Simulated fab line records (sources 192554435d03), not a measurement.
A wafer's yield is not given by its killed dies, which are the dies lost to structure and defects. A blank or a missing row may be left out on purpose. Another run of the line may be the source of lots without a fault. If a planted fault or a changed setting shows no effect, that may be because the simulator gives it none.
Chamber matching | flow n5Finfet | 4 sister chambers for N5_BEOL_M13_ETCH_67 on rieDiel-06
The step etches SiARC in CF4, target depth 143 nm, time 238.3 s. 4 wafers are shown with their chamber, then 7 later ones without.

== WAFERS WITH THEIR CHAMBER ==
wafer  | chamber | throttleValvePct (%)
L081.2 | 3       | 16.35
L084.2 | 1       | 15.97
L085.1 | 0       | 15.54
L085.3 | 2       | 15.48

== WAFERS WITHOUT THEIR CHAMBER ==
wafer  | throttleValvePct (%)
L085.4 | 15.89
L089.3 | 15.50
L089.4 | 15.91
L089.6 | 15.89
L092.1 | 15.56
L092.4 | 15.50
L092.6 | 15.90

== THE CHAMBER EACH PASSED THROUGH ==
wafer  | from the rows above     | in truth
L085.4 | 1                       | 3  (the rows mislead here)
L089.3 | can't be placed: 2 or 0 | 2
L089.4 | 1                       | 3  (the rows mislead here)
L089.6 | 1                       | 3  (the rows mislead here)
L092.1 | can't be placed: 0 or 2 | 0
L092.4 | can't be placed: 2 or 0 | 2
L092.6 | 1                       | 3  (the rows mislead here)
Correct placement for 0 of the 7. These rows do not allow placing 3 (true chamber among the candidates in 3). Placed wrongly: 4.
How it was worked out, from the rows above alone: a wafer's distance from a chamber is the root of the sum, over the readings, of the square of ((its reading less the chamber's mean) divided by the reading's scatter). The wafer belongs to the nearest chamber; if the next one is less than 2 further off, it can't be placed. Each chamber's mean is taken over the wafers shown for it. The scatter: root of mean squared gap, hidden wafer to nearest shown wafer, with one shown wafer a chamber.
